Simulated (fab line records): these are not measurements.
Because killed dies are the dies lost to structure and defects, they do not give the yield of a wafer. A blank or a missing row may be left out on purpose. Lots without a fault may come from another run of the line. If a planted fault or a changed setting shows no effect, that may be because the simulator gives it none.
fab line records	flow n5_finfet
record lots=9	wafers=27	last_day=18
route steps=1938 shown HKMG_FIN@444 GATE_CUT@467 BEOL_M4@1111 PASSIVATION@1936
lots with no fault: from the same line, run without faults
start_h: hours from the record's first day to the start of the lot's first wafer shown	wait_h: how many hours have passed since the lot's step before this one	" the same as in the row above	L1.1+2: a row that stands for several wafers	- value missing, or start not given	* or withheld: withheld	< > ~ a bound
route shown NAME@n: names a module that has steps shown in the file, with the first one's number in the route	usual: mean/standard deviation of fault-free wafers	same: alike in all rows	chamber/n: place in a boat	sites: the reading at each site	_std_site: standard deviation across them	_edge_site: outer sites' mean less inner sites'	radius_mm: for every site, how far away it sits from the centre of the wafer	mask NAME#n: copy n	behind: tool/chamber where the wafer was last shaped	hold: why the lot was held/for how many hours/how that ended	device: transistor that didn't switch, given as n, p or np	end of line: the route-end tests of the same wafers	a step with no rows: only its recipe	killed: the dies lost at the first sort to structure and to defects; this is not the yield of the wafer	map: shows each die of a wafer: x if killed, . if not, _ if none is there
set.NAME: the setting that was run; set.NAME@STEP: the one run at that earlier step	model.NAME: the simulator's own value behind a step, which no gauge read
steps of the route over a sample of lots; a table a step, a row a wafer
services: the hour from which a tool's chamber was out of use, counted from the record's first day as start_h (under 0 if before that day), plus the number of hours and why
## steps
# step N5_HKMG_FIN_ETCH_86
# recipe chemistry=N2/H2	target=SOC	target_depth_a=3932	stop_on=TiN	ion_energy_ev=100	bias_w=61	pressure_mtorr=30	source_w=850	n2_flow_sccm=200	h2_flow_sccm=200
# usual drypump_motor_current_A=5.9/0.53	oes_product_au=0.76/0.078	rf_fwd_power_W=843.9/2.8	rf_vpp_V=241.0/1.5	showerhead_plenum_p_Torr=2.57/0.097	throttle_valve_pct=17.76/0.22
lot.wafer	tool	chamber	start_h	wait_h	drypump_motor_current_A	oes_product_au	rf_fwd_power_W	rf_hours_counter_h	rf_vpp_V	showerhead_plenum_p_Torr	throttle_valve_pct
L998.2	rie_diel-05	0	78.60	-	5.6	0.70	847.2	209	242.1	2.61	17.96
L998.5	"	1	"	"	6.5	0.73	845.7	-	241.4	2.55	17.49
L998.6	"	0	"	"	5.6	0.70	844.3	-	242.2	2.61	17.99
L104.1	rie_diel-01	2	116.29	-	4.9	0.72	846.5	170	239.6	2.44	17.86
L104.3	"	1	"	"	6.2	0.84	843.6	70	240.5	2.69	17.86
L104.4	"	3	"	"	5.1	0.86	842.5	32	240.7	2.50	17.44
L107.1	rie_diel-05	3	132.34	-	6.2	0.71	847.4	219	239.7	2.40	17.77
L107.3	"	2	"	"	5.6	0.73	842.2	171	241.1	2.64	18.06
L107.4	"	0	"	"	5.6	0.68	840.6	227	241.7	2.60	18.00
L108.1	rie_diel-01	2	138.63	-	4.9	0.72	843.8	177	240.2	2.43	17.88
L108.3	"	1	"	"	6.2	0.83	844.2	77	243.7	2.69	17.86
L108.6	"	1	"	"	6.1	0.83	841.4	-	242.7	2.69	17.86
L109.1	rie_diel-05	0	145.04	-	5.6	0.69	844.7	230	241.6	2.60	18.01
L109.3	"	3	"	"	6.2	0.70	842.7	222	239.6	2.40	17.79
L109.6	"	0	"	"	5.6	0.69	844.3	-	241.4	2.60	18.01
L116.4	rie_diel-01	0	183.93	-	6.8	0.73	841.6	170	239.2	2.52	17.76
L116.5	"	2	"	"	4.9	0.70	847.3	-	239.0	2.43	17.90
L116.6	"	1	"	"	6.2	0.80	839.3	-	241.5	2.68	17.91
L119.1	rie_diel-01	1	199.99	-	6.2	0.80	845.5	100	242.1	2.68	17.91
L119.4	"	0	"	"	6.8	0.73	841.1	175	240.1	2.52	17.78
L119.5	"	0	"	"	6.8	0.73	842.7	-	238.9	2.52	17.77
L120.2	rie_diel-02	0	211.59	-	6.2	0.69	846.6	216	242.3	2.61	17.54
L120.4	"	3	"	"	6.0	0.88	841.8	43	243.1	2.69	17.69
L120.6	"	3	"	"	6.0	0.88	843.0	-	241.9	2.69	17.70
L121.4	rie_diel-05	1	217.06	-	6.5	0.70	843.8	-	241.4	2.53	17.57
L121.5	"	3	"	"	6.2	0.68	841.8	-	238.6	2.39	17.83
L121.6	"	2	"	"	5.6	0.70	846.6	-	240.4	2.63	18.11
# step N5_HKMG_FIN_STRIP_90
# recipe chemistry=N2/H2	material=SOC	time_s=20	power_w=500	temp_c=40	pressure_mtorr=50	rf_frequency_hz=6e+07	bias_power_w=8	h2_frac=0.5	n2_flow_sccm=300	h2_flow_sccm=300
# usual drypump_motor_current_A=5.9/0.53	oes_product_au=0.78/0.093	rf_fwd_power_W=497.2/1.7	rf_vpp_V=54.5/0.87	showerhead_plenum_p_Torr=3.39/0.12	throttle_valve_pct=19.0/0.42
lot.wafer	tool	chamber	start_h	wait_h	drypump_motor_current_A	oes_product_au	rf_fwd_power_W	rf_hours_counter_h	rf_vpp_V	showerhead_plenum_p_Torr	throttle_valve_pct
L998.2	rie_diel-05	0	79.88	0.0	5.7	0.70	498.1	210	54.0	3.44	19.2
L998.5	"	2	"	"	5.6	0.73	498.6	-	54.9	3.49	19.4
L998.6	"	1	"	"	6.5	0.73	499.4	-	53.8	3.36	18.5
L104.1	rie_diel-01	1	117.43	0.0	6.2	0.85	498.8	71	53.6	3.55	19.4
L104.3	"	2	"	"	4.9	0.72	495.1	170	54.3	3.22	19.1
L104.4	"	3	"	"	5.1	0.89	497.4	32	55.0	3.30	18.5
L107.1	rie_diel-02	0	133.48	0.0	6.2	0.72	498.1	190	55.1	3.46	18.6
L107.3	"	1	"	"	6.5	0.96	496.9	6	54.6	3.58	18.6
L107.4	"	3	"	"	6.0	0.96	499.5	18	56.9	3.56	18.6
L108.1	rie_diel-01	3	139.78	0.0	5.1	0.89	495.6	40	54.2	3.29	18.5
L108.3	"	2	"	"	4.9	0.72	496.7	178	53.1	3.22	19.1
L108.6	"	2	"	"	4.9	0.72	496.1	-	54.6	3.22	19.1
L109.1	rie_diel-05	3	146.17	0.0	6.2	0.73	498.3	223	54.0	3.18	19.2
L109.3	"	1	"	"	6.5	0.72	497.7	191	54.2	3.35	18.5
L109.6	"	2	"	"	5.6	0.72	495.3	-	54.7	3.48	19.5
L116.4	rie_diel-05	3	185.16	0.0	6.2	0.72	497.1	236	54.6	3.17	19.2
L116.5	"	3	"	"	6.2	0.73	498.8	-	54.1	3.17	19.2
L116.6	"	2	"	"	5.6	0.71	496.2	-	54.1	3.47	19.5
L119.1	rie_diel-02	1	201.12	0.0	6.5	0.89	497.4	30	55.0	3.56	18.7
L119.4	"	2	"	"	5.7	0.80	496.2	95	54.2	3.40	19.7
L119.5	"	2	"	"	5.7	0.80	497.3	-	54.9	3.40	19.7
L120.2	rie_diel-01	2	212.81	0.0	4.9	0.70	498.1	204	53.5	3.21	19.2
L120.4	"	3	"	"	5.1	0.86	499.0	64	54.9	3.28	18.5
L120.6	"	3	"	"	5.1	0.85	496.8	-	54.7	3.28	18.5
L121.4	rie_diel-02	0	218.16	0.0	6.2	0.71	498.3	218	53.5	3.45	18.6
L121.5	"	2	"	"	5.7	0.80	495.2	-	54.3	3.40	19.7
L121.6	"	1	"	"	6.5	0.89	497.2	-	54.8	3.56	18.7
# step N5_HKMG_FIN_CMP_94
# recipe stop_on=SiNx	post_cmp_clean=w_dilute_nh4oh	t_overpolish_s=4.7	down_force_psi=4	platen_rpm=50.289	pad_velocity_m_s=1.0006	target_thk_nm=43.299
# usual head_pressure_psi=4.000/0.0083	motor_current_A=12.7/0.91
lot.wafer	tool	chamber	start_h	wait_h	head_pressure_psi	motor_current_A
L998.2	cmp-01	1	81.58	0.4	3.997	13.4
L998.5	"	1	"	"	3.990	12.9
L998.6	"	2	"	"	4.001	12.1
L104.4	cmp-01	3	119.16	0.4	3.996	11.8
L104.1	"	0	"	"	3.999	11.5
L104.3	"	1	"	"	4.009	13.6
L107.3	cmp-01	3	135.18	0.4	3.992	11.9
L107.1	"	0	"	"	4.013	11.4
L107.4	"	2	"	"	4.001	11.5
L108.1	cmp-01	2	141.47	0.4	4.001	11.8
L108.3	"	3	"	"	3.990	11.8
L108.6	"	3	"	"	4.000	11.9
L109.1	cmp-02	0	147.87	0.4	3.989	12.2
L109.3	"	3	"	"	4.014	13.9
L109.6	"	1	"	"	4.000	14.0
L116.4	cmp-01	1	186.92	0.3	4.315	13.3
L116.5	"	0	"	"	4.311	12.6
L116.6	"	1	"	"	4.320	13.1
L119.1	cmp-01	3	202.84	0.3	4.327	12.8
L119.4	"	1	"	"	4.332	13.7
L119.5	"	3	"	"	4.307	13.5
L120.2	cmp-02	3	214.50	0.4	4.005	13.5
L120.4	"	1	"	"	3.993	13.2
L120.6	"	3	"	"	4.022	13.2
L121.4	cmp-03	2	219.96	0.2	4.009	12.6
L121.5	"	3	"	"	4.006	13.9
L121.6	"	0	"	"	3.998	11.1
# step N5_GATE_CUT_ETCHBACK_30
# recipe chemistry=Cl2/Ar	target=TiN	target_depth_a=30	mode=isotropic	pressure_mtorr=10	icp_w=600	bias_w=60	Cl2_flow_sccm=40	Ar_flow_sccm=60
# usual drypump_motor_current_A=5.6/0.41	oes_product_au=0.80/0.099	rf_fwd_power_W=588/3.5	throttle_valve_pct=20.71/0.23
lot.wafer	tool	chamber	start_h	wait_h	drypump_motor_current_A	oes_product_au	rf_fwd_power_W	rf_hours_counter_h	throttle_valve_pct
L998.2	rie_metal-01	0	82.05	0.1	5.9	0.80	593	30	20.29
L998.5	"	0	"	"	5.9	0.79	589	-	20.30
L998.6	"	1	"	"	5.8	0.71	586	-	20.67
L104.1	rie_metal-03	1	119.63	0.1	4.9	0.94	594	3	20.88
L104.3	"	0	"	"	6.0	0.72	584	-	20.88
L104.4	"	1	"	"	4.9	0.94	591	-	20.89
L107.1	rie_metal-01	0	135.65	0.1	5.9	0.78	590	34	20.30
L107.3	"	0	"	"	5.9	0.79	590	-	20.30
L107.4	"	1	"	"	5.8	0.70	585	-	20.68
L108.1	rie_metal-01	1	141.95	0.1	5.8	0.70	587	88	20.66
L108.3	"	1	"	"	5.8	0.70	586	-	20.67
L108.6	"	0	"	"	5.9	0.78	592	-	20.31
L109.1	rie_metal-01	1	148.34	0.1	5.8	0.69	587	88	20.67
L109.3	"	0	"	"	5.9	0.79	590	-	20.30
L109.6	"	1	"	"	5.8	0.70	586	-	20.68
L116.4	rie_metal-01	1	187.38	0.0	5.8	0.69	586	-	20.70
L116.5	"	1	"	"	5.8	0.69	585	-	20.72
L116.6	"	0	"	"	6.0	0.77	591	-	20.33
L119.1	rie_metal-01	0	203.29	0.1	5.9	0.77	591	41	20.29
L119.4	"	1	"	"	5.9	0.69	587	-	20.70
L119.5	"	0	"	"	5.9	0.76	591	-	20.35
L120.2	rie_metal-03	0	214.98	0.1	6.0	0.70	586	71	20.89
L120.4	"	0	"	"	6.0	0.70	586	-	20.89
L120.6	"	0	"	"	6.0	0.70	589	-	20.91
L121.4	rie_metal-02	1	220.36	0.0	5.5	0.85	588	-	20.88
L121.5	"	0	"	"	5.2	0.95	590	-	20.61
L121.6	"	1	"	"	5.5	0.86	586	-	20.87
# step N5_BEOL_M4_RC_MEAS_101
# usual DIBL_N=36.3/1.8	DIBL_P=36.5/2.1	IOFF_N=0.16/0.031	IOFF_P=0.22/0.038	ION_N=677/12	ION_P=466/7.8	SS_N=71.5/0.61	SS_P=73.2/0.7	VT_N=249/3	VT_P=-248.9/3
lot.wafer	tool	chamber	start_h	wait_h	DIBL_N[mV/V]	DIBL_P[mV/V]	IOFF_N[nA/um]	IOFF_P[nA/um]	ION_N[uA/um]	ION_P[uA/um]	SS_N[mV/dec]	SS_P[mV/dec]	VT_N[mV]	VT_P[mV]
L998.2	prober-02	0	187.03	1.1	34.6	35.1	0.14	0.22	676	472	71.2	73.5	251	-245.7
L998.5	"	0	"	"	36.4	37.0	0.17	0.24	682	474	70.5	73.3	246	-246.0
L998.6	"	0	"	"	34.8	34.2	0.13	0.21	662	464	71.4	72.3	252	-249.5
L104.1	prober-01	0	229.69	0.0	35.2	34.4	0.14	0.19	678	469	71.7	72.3	249	-249.9
L104.3	"	0	"	"	39.7	39.6	0.22	0.26	673	460	72.0	74.2	247	-245.4
L104.4	"	0	"	"	40.4	41.0	0.24	0.30	703	474	71.7	74.4	242	-245.9
L107.1	prober-02	0	234.31	0.0	34.3	34.6	0.14	0.21	661	460	71.6	73.9	251	-247.7
L107.3	"	0	"	"	34.2	35.0	0.15	0.21	677	472	71.1	73.3	250	-246.4
L107.4	"	0	"	"	34.7	35.8	0.14	0.21	662	460	72.2	73.0	252	-247.3
L108.1	prober-01	0	236.79	0.0	39.5	38.0	0.17	0.22	673	458	72.5	74.0	249	-249.8
L108.3	"	0	"	"	37.6	36.5	0.16	0.22	673	468	71.8	72.9	250	-250.6
L108.6	"	0	"	"	40.1	38.6	0.18	0.23	686	466	72.8	74.0	250	-247.5
L109.1	prober-02	0	248.72	0.0	35.6	34.6	0.15	0.21	664	460	70.8	72.6	251	-247.7
L109.3	"	0	"	"	35.2	34.5	0.15	0.21	675	466	70.6	73.3	250	-248.2
L109.6	"	0	"	"	36.9	36.5	0.18	0.25	675	463	71.5	73.8	248	-245.0
L116.4	prober-02	0	281.58	0.5	34.9	35.1	0.15	0.21	681	469	71.1	72.8	247	-249.8
L116.5	"	0	"	"	37.3	38.4	0.20	0.25	686	470	71.6	73.8	247	-248.2
L116.6	"	0	"	"	34.2	34.0	0.14	0.18	664	462	71.3	72.1	251	-254.4
L119.1	prober-02	0	307.68	0.0	32.2	32.2	0.10	0.15	641	449	70.8	72.1	256	-254.0
L119.4	"	0	"	"	32.5	32.5	0.11	0.15	671	462	70.4	72.4	255	-252.8
L119.5	"	0	"	"	33.8	33.8	0.12	0.17	650	453	70.7	72.5	253	-252.0
L121.4	prober-01	0	313.39	0.5	34.1	35.5	0.14	0.20	680	469	71.8	72.6	250	-250.0
L121.5	"	0	"	"	34.1	34.8	0.14	0.19	661	457	71.4	72.4	249	-249.1
L121.6	"	0	"	"	38.3	40.8	0.23	0.31	698	477	71.7	73.5	245	-246.5
L120.2	prober-01	0	316.46	0.2	36.1	36.8	0.17	0.23	682	469	71.8	73.2	248	-249.1
L120.4	"	0	"	"	36.2	36.5	0.16	0.23	682	475	71.7	72.9	248	-246.7
L120.6	"	0	"	"	36.2	37.3	0.16	0.25	683	467	71.4	73.1	249	-244.5
# step N5_PASSIVATION_PROBE_49
# usual defect_limited_yield=91.2/1.5	killed_at_M0_to_M3=33/9.6	killed_at_M4_up=14/5.6	killed_at_contacts=14/5.5	killed_at_front_end=40/13	killed_at_other=4/3	killed_dies=104/17	killed_open=68/13	killed_short=33/7.2	sort_bin_5_function=5.2/0.95	sort_bin_6_memory=3.3/0.62	sort_bin_8_speed=0.00/0.012	sort_n_pass=1076/17	sort_yield_pct=91.2/1.5
# same gross_dies=1180	killed_at_back_side=0	sort_bin_4_leakage[%]=0
lot.wafer	tool	chamber	start_h	wait_h	defect_limited_yield[%]	killed_at_M0_to_M3	killed_at_M4_up	killed_at_contacts	killed_at_front_end	killed_at_other	killed_dies	killed_open	killed_short	sort_bin_5_function[%]	sort_bin_6_memory[%]	sort_bin_8_speed[%]	sort_n_pass	sort_yield_pct[%]
L116.4	prober-01	-	393.99	0.2	90.1	38	16	13	50	0	117	68	46	6.3	3.3	0	1063	90.1
L116.5	prober-01	-	394.04	0.2	89.2	63	12	12	37	3	127	86	40	6.3	4.1	0	1053	89.2
L116.6	prober-01	-	394.09	0.3	91.0	37	7	21	41	0	106	63	37	5.6	2.7	0	1074	91.0
# killed by level:class
L116.4 BEOL_M0_SAQP:geometric_particle:short=12 STI_FIN_REVEAL:geometric_particle:open=11 MOL_CONTACT_COAG:geometric_particle:open=11 FIN_SAQP:geometric_particle:short=8 BEOL_M4:geometric_particle:open=8 BEOL_M2:geometric_particle:open=6 GATE_CUT:geometric_particle:short=5 GATE_CUT:geometric_particle:open=5
L116.5 BEOL_M0_SAQP:geometric_particle:open=22 BEOL_M0_SAQP:geometric_particle:short=17 BEOL_M2:geometric_particle:open=13 MOL_CONTACT_COAG:geometric_particle:open=10 FIN_SAQP:geometric_particle:short=8 BEOL_M4:geometric_particle:open=7 STI_FIN_REVEAL:geometric_particle:open=6 DUMMY_GATE:geometric_particle:open=6
L116.6 MOL_CONTACT_COAG:geometric_particle:open=17 BEOL_M0_SAQP:geometric_particle:short=12 BEOL_M0_SAQP:geometric_particle:open=9 BEOL_M2:geometric_particle:open=6 STI_FIN_REVEAL:geometric_particle:open=6 GATE_CUT:geometric_particle:short=6 DUMMY_GATE:geometric_particle:open=5 HKMG_FIN:area_etch=5
## services
tool	chamber	start_h	hours	kind
cmp-02	-	57.62	0.4	repair
cmp-01	-	63.89	11.1	repair
cmp-03	-	74.08	5.6	pm
cmp-01	-	75.45	0.9	repair
rie_diel-02	3	78.32	-	clean
rie_diel-02	3	78.32	-	consumable_replace:focus_ring
cmp-01	-	84.11	1.6	repair
cmp-01	-	89.03	4.0	pm
rie_diel-02	1	90.78	3.3	repair
cmp-01	-	93.03	-	consumable_replace:conditioner
cmp-01	-	93.03	-	consumable_replace:pad
cmp-02	-	104.74	0.3	repair
rie_diel-05	2	107.24	8.5	repair
cmp-03	-	109.62	1.0	repair
rie_diel-01	3	165.61	6.2	repair
cmp-01	-	168.40	1.6	repair
cmp-02	-	183.85	5.1	pm
rie_metal-02	1	198.71	15.0	repair
rie_diel-01	1	200.33	1.6	repair
rie_diel-05	0	203.00	-	clean
rie_diel-05	0	203.00	-	consumable_replace:focus_ring
rie_diel-05	0	203.00	22.6	scheduled_down
rie_diel-05	0	203.00	22.6	vent_cycle
cmp-03	-	211.73	4.0	pm
## key
first_sign step=N5_HKMG_FIN_CMP_94	reading=head_pressure_psi	direction=up	sigmas=38	usual=4.000	struck=4.319
effect none on later readings
met_at N5_HKMG_FIN_CMP_94
struck_lots L116,L119
not_acting_at N5_HKMG_FIN_ETCH_86,N5_HKMG_FIN_STRIP_90,N5_GATE_CUT_ETCHBACK_30
onset_between 141.47 186.92
fault kind=process_parameter_drift	tool=cmp-01	chamber=-	onset_h=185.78	steps=N5_HKMG_FIN_CMP_94	channel=down_force_psi	offset=0.3156	shape=step	end_h=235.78	acts_in=these_recipes_only	stated=4
